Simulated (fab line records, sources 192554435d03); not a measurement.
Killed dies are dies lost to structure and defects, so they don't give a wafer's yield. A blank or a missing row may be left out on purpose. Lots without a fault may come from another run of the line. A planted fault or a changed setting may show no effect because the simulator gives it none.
Which tool did it? | flow n5_finfet | 9 lots, 27 wafers sampled, at 7 steps of a route of 1938

WHAT THE GAUGES READ, wafer by wafer
N5_MOL_CONTACT_COAG_CD_MEAS_84: target cd 25.1 nm. Usual: cd_nm 25.13 nm, standard deviation 0.26.
lot  | measured     | on        | cd_nm (nm)        | flag
L226 | day 5 08:51  | cd_sem-01 | 25.55 25.34 24.94 |
L228 | day 5 19:35  | cd_sem-01 | 25.54 24.88 24.81 |
L229 | day 6 03:23  | cd_sem-02 | 25.27 25.26 25.40 |
L231 | day 6 16:01  | cd_sem-03 | 25.47 25.26 24.85 |
L233 | day 7 02:26  | cd_sem-01 | 25.31 25.25 25.21 |
L235 | day 7 15:08  | cd_sem-03 | 25.02 25.26 25.27 |
L239 | day 8 15:49  | cd_sem-03 | 25.50 25.28 25.71 |
L246 | day 10 14:29 | cd_sem-02 | 5.48 20.06 21.59  | OFF
L248 | day 10 17:47 | cd_sem-01 | 25.31 25.36 24.70 |

N5_MOL_CONTACT_COAG_CD_MEAS_137: target cd 16 nm. Usual: cd_nm 16.0 nm, standard deviation 0.33.
lot  | measured     | on        | cd_nm (nm)     | flag
L226 | day 5 10:37  | cd_sem-03 | 15.9 15.5 15.8 |
L228 | day 5 20:50  | cd_sem-01 | 16.5 15.6 15.8 |
L229 | day 6 04:32  | cd_sem-02 | 15.8 15.8 16.0 |
L231 | day 6 17:23  | cd_sem-03 | 15.8 16.1 15.8 |
L233 | day 7 03:22  | cd_sem-02 | 16.6 16.4 15.9 |
L235 | day 7 16:06  | cd_sem-01 | 15.9 16.3 16.1 |
L239 | day 8 17:29  | cd_sem-03 | 15.8 16.2 16.7 |
L246 | day 10 15:38 | cd_sem-01 | 0 10.8 12.4    | OFF
L248 | day 10 19:00 | cd_sem-02 | 16.4 16.0 16.1 |

N5_BEOL_M4_RC_MEAS_101. Usual: DIBL_N 35.8 mV/V, standard deviation 1.4; DIBL_P 35.8 mV/V, standard deviation 1.6; IOFF_N 0.152 nA/um, standard deviation 0.021; IOFF_P 0.204 nA/um, standard deviation 0.027; ION_N 672 uA/um, standard deviation 8.7; ION_P 461 uA/um, standard deviation 6.2; SS_N 71.5 mV/dec, standard deviation 0.54; SS_P 73.1 mV/dec, standard deviation 0.57; VT_N 250.0 mV, standard deviation 2.5; VT_P -250.6 mV, standard deviation 2.7.
lot  | measured     | on        | DIBL_N (mV/V)  | DIBL_P (mV/V)  | IOFF_N (nA/um)    | IOFF_P (nA/um)    | ION_N (uA/um) | ION_P (uA/um) | SS_N (mV/dec)  | SS_P (mV/dec)  | VT_N (mV)         | VT_P (mV)            | flag
L226 | day 9 00:26  | prober-01 | 36.7 35.8 35.3 | 38.0 37.4 36.7 | 0.175 0.163 0.156 | 0.212 0.192 0.185 | 683 692 680   | 463 462 461   | 72.8 72.6 72.0 | 73.2 72.9 72.8 | 251.0 249.6 250.9 | -252.0 -252.6 -254.4 |
L228 | day 9 06:34  | prober-01 | 36.0 34.9 37.7 | 32.6 31.8 34.9 | 0.124 0.118 0.149 | 0.196 0.184 0.226 | 663 667 677   | 462 457 468   | 71.8 70.7 71.3 | 72.6 72.6 73.8 | 254.1 252.7 250.1 | -248.2 -249.2 -246.0 |
L229 | day 9 07:11  | prober-02 | 35.7 35.0 35.7 | 36.7 35.6 37.1 | 0.159 0.147 0.171 | 0.223 0.202 0.229 | 679 667 686   | 466 464 463   | 72.1 71.3 71.1 | 73.0 72.2 72.8 | 247.3 246.3 245.7 | -249.0 -247.8 -248.5 |
L231 | day 9 23:45  | prober-02 | 36.8 34.2 36.4 | 37.3 34.0 37.8 | 0.168 0.117 0.171 | 0.235 0.185 0.241 | 688 671 680   | 473 464 470   | 71.8 70.6 72.0 | 74.4 73.1 73.7 | 249.5 252.3 249.9 | -250.4 -251.4 -248.4 |
L233 | day 10 17:40 | prober-02 | 37.8 36.7 36.5 | 39.7 38.3 38.4 | 0.184 0.150 0.155 | 0.225 0.195 0.202 | 672 670 665   | 456 455 455   | 71.7 72.2 72.2 | 73.4 73.2 73.6 | 248.0 251.5 248.2 | -251.6 -253.9 -252.6 |
L235 | day 10 20:37 | prober-01 | 35.6 34.4 34.8 | 36.9 34.9 35.8 | 0.159 0.133 0.145 | 0.212 0.189 0.194 | 676 665 669   | 462 458 453   | 71.4 71.6 71.4 | 73.7 73.2 73.6 | 249.7 252.8 250.5 | -249.1 -250.6 -251.1 |
L239 | day 12 02:23 | prober-02 | 34.7 36.9 35.3 | 35.6 38.5 36.8 | 0.136 0.163 0.153 | 0.187 0.233 0.212 | 669 663 670   | 458 461 464   | 71.7 71.9 71.3 | 72.2 73.4 73.0 | 250.8 249.7 247.0 | -250.8 -249.8 -251.7 |
L248 | day 13 21:54 | prober-01 | 35.5 36.2 35.4 | 34.8 35.3 34.3 | 0.152 0.175 0.147 | 0.199 0.220 0.200 | 663 669 670   | 452 461 460   | 72.0 72.1 71.0 | 72.9 72.5 72.5 | 249.4 246.1 251.8 | -251.6 -247.8 -249.4 |

WHICH TOOL RAN EACH LOT (tool, then ch and the chambers of the sampled wafers, then the start)
lot  | N5_MOL_CONTACT_COAG_PRE_CLEAN_141 | N5_MOL_CONTACT_COAG_CMP_28    | N5_MOL_CONTACT_COAG_EXPOSE_81     | N5_MOL_CONTACT_COAG_ALD_131
L226 | pvd_sputter-02, day 5 01:01       | cmp-04 ch 0,2, day 5 07:33    | euv_scanner-01 ch 0, day 5 08:43  | ald_sin-01 ch 1,2, day 5 09:42
L228 | pvd_sputter-02, day 5 13:36       | cmp-02 ch 0,2, day 5 18:26    | euv_scanner-01 ch 0, day 5 19:26  | ald_sin-02 ch 1,2, day 5 19:50
L229 | pvd_sputter-03, day 5 19:44       | cmp-03 ch 0,1,3, day 6 02:06  | euv_scanner-01 ch 0, day 6 03:15  | ald_sin-01 ch 0,1,2, day 6 03:40
L231 | pvd_sputter-01, day 6 09:03       | cmp-02 ch 0,1, day 6 14:46    | euv_scanner-02 ch 0, day 6 15:53  | ald_sin-02 ch 0,3, day 6 16:41
L233 | pvd_sputter-03, day 6 18:55       | cmp-02 ch 1,2, day 7 01:10    | euv_scanner-02 ch 0, day 7 02:17  | ald_sin-02 ch 0,1,2, day 7 02:41
L235 | pvd_sputter-02, day 7 07:39       | cmp-02 ch 0,2,3, day 7 13:21  | euv_scanner-01 ch 0, day 7 15:01  | ald_sin-01 ch 1,2,3, day 7 15:25
L239 | pvd_sputter-03, day 8 07:24       | cmp-03 ch 0,2,3, day 8 12:31  | euv_scanner-01 ch 0, day 8 15:40  | ald_sin-03 ch 0,2,3, day 8 16:30
L246 | pvd_sputter-01, day 10 06:58      | cmp-03 ch 0,2,3, day 10 13:20 | euv_scanner-01 ch 0, day 10 14:21 | ald_sin-01 ch 0,1, day 10 14:44
L248 | pvd_sputter-02, day 10 11:19      | cmp-04 ch 0,1,3, day 10 16:33 | euv_scanner-02 ch 0, day 10 17:40 | ald_sin-03 ch 0,2,3, day 10 18:19
- N5_MOL_CONTACT_COAG_PRE_CLEAN_141: time 60 s.
- N5_MOL_CONTACT_COAG_CMP_28: polishes, stops on SiNx, t overpolish 0.85 s, target thk 14.522 nm.
- N5_MOL_CONTACT_COAG_EXPOSE_81: exposes mask VG, defocus 0 nm.
- N5_MOL_CONTACT_COAG_ALD_131: deposits SiO2, target thk 5 nm, pulse time 1 s, co reactant pulse time 1 s.

WHAT THE TOOLS THEMSELVES READ (means of the sampled wafers that have a number; where no wafer has one, the mark that the record gives instead)
N5_MOL_CONTACT_COAG_PRE_CLEAN_141. Usual: heater_power_w 458 W, standard deviation 45.
lot  | tool           | heater_power_w (W) | flag
L226 | pvd_sputter-02 | 505                |
L228 | pvd_sputter-02 | 464                |
L229 | pvd_sputter-03 | 475                |
L231 | pvd_sputter-01 | 427                |
L233 | pvd_sputter-03 | 453                |
L235 | pvd_sputter-02 | 507                |
L239 | pvd_sputter-03 | 471                |
L246 | pvd_sputter-01 | 450                |
L248 | pvd_sputter-02 | 502                |

N5_MOL_CONTACT_COAG_CMP_28. Usual: motor_current_A 12.5 A, standard deviation 1.6; time_to_endpoint_s 5.4 s, standard deviation 1.9.
lot  | tool   | motor_current_A (A) | time_to_endpoint_s (s) | flag
L226 | cmp-04 | 10.3                | 4.6                    |
L228 | cmp-02 | 13.3                | 7.4                    |
L229 | cmp-03 | 13.1                | 4.0                    |
L231 | cmp-02 | 13.7                | 3.9                    |
L233 | cmp-02 | 13.7                | 4.8                    |
L235 | cmp-02 | 13.1                | 7.3                    |
L239 | cmp-03 | 13.2                | 3.7                    |
L246 | cmp-03 | 12.8                | 2.8                    |
L248 | cmp-04 | 10.7                | 6.1                    |

N5_MOL_CONTACT_COAG_EXPOSE_81. Usual: exposure_dose_mJ_cm2 59.46, standard deviation 0.063.
lot  | tool           | exposure_dose_mJ_cm2 | flag
L226 | euv_scanner-01 | 59.51                |
L228 | euv_scanner-01 | 59.53                |
L229 | euv_scanner-01 | 59.46                |
L231 | euv_scanner-02 | 59.38                |
L233 | euv_scanner-02 | 59.54                |
L235 | euv_scanner-01 | 59.51                |
L239 | euv_scanner-01 | 59.47                |
L246 | euv_scanner-01 | 65.48                | OFF
L248 | euv_scanner-02 | 59.39                |

N5_MOL_CONTACT_COAG_ALD_131. Usual: heater_power_w 83 W, standard deviation 8.1; precursor_pulse_height_rel 1.001, standard deviation 0.02.
lot  | tool       | heater_power_w (W) | precursor_pulse_height_rel | flag
L226 | ald_sin-01 | 78                 | 0.989                      |
L228 | ald_sin-02 | 85                 | 0.989                      |
L229 | ald_sin-01 | 81                 | 1.023                      |
L231 | ald_sin-02 | 93                 | 1.000                      |
L233 | ald_sin-02 | 89                 | 0.995                      |
L235 | ald_sin-01 | 79                 | 1.017                      |
L239 | ald_sin-03 | 81                 | 1.005                      |
L246 | ald_sin-01 | 84                 | 0.994                      |
L248 | ald_sin-03 | 80                 | 0.993                      |

THE ANSWER, worked out from the rows above alone
Rule: a lot is off if the mean of its wafers that have a number lies more than 3 standard deviations from the usual mean. A lot without any number at a reading at which 4 lots or more have one is off too. The other lots that the step has rows for count as sound. The gauges are gone through in route order, then the tools' own readings, and for those a lot's mean is taken as printed above. The first step at which some lot is off is used, and at that step the reading that is off furthest; a lot without a number counts as furthest.
Off: L246, at N5_MOL_CONTACT_COAG_CD_MEAS_84 (cd_nm).
A tool fits if, at a process step before that reading, it ran every lot that is off, and no sound lot after the first of them. The gauges at N5_MOL_CONTACT_COAG_CD_MEAS_84 aren't tried: what is off there is off at N5_MOL_CONTACT_COAG_CD_MEAS_137 too, on other tools, and a gauge's error can't cause that. Can't be told from this: 3 tools fit, pvd_sputter-01 at N5_MOL_CONTACT_COAG_PRE_CLEAN_141, cmp-03 at N5_MOL_CONTACT_COAG_CMP_28, euv_scanner-01 at N5_MOL_CONTACT_COAG_EXPOSE_81.

WHAT THE SIMULATOR HAD PUT IN
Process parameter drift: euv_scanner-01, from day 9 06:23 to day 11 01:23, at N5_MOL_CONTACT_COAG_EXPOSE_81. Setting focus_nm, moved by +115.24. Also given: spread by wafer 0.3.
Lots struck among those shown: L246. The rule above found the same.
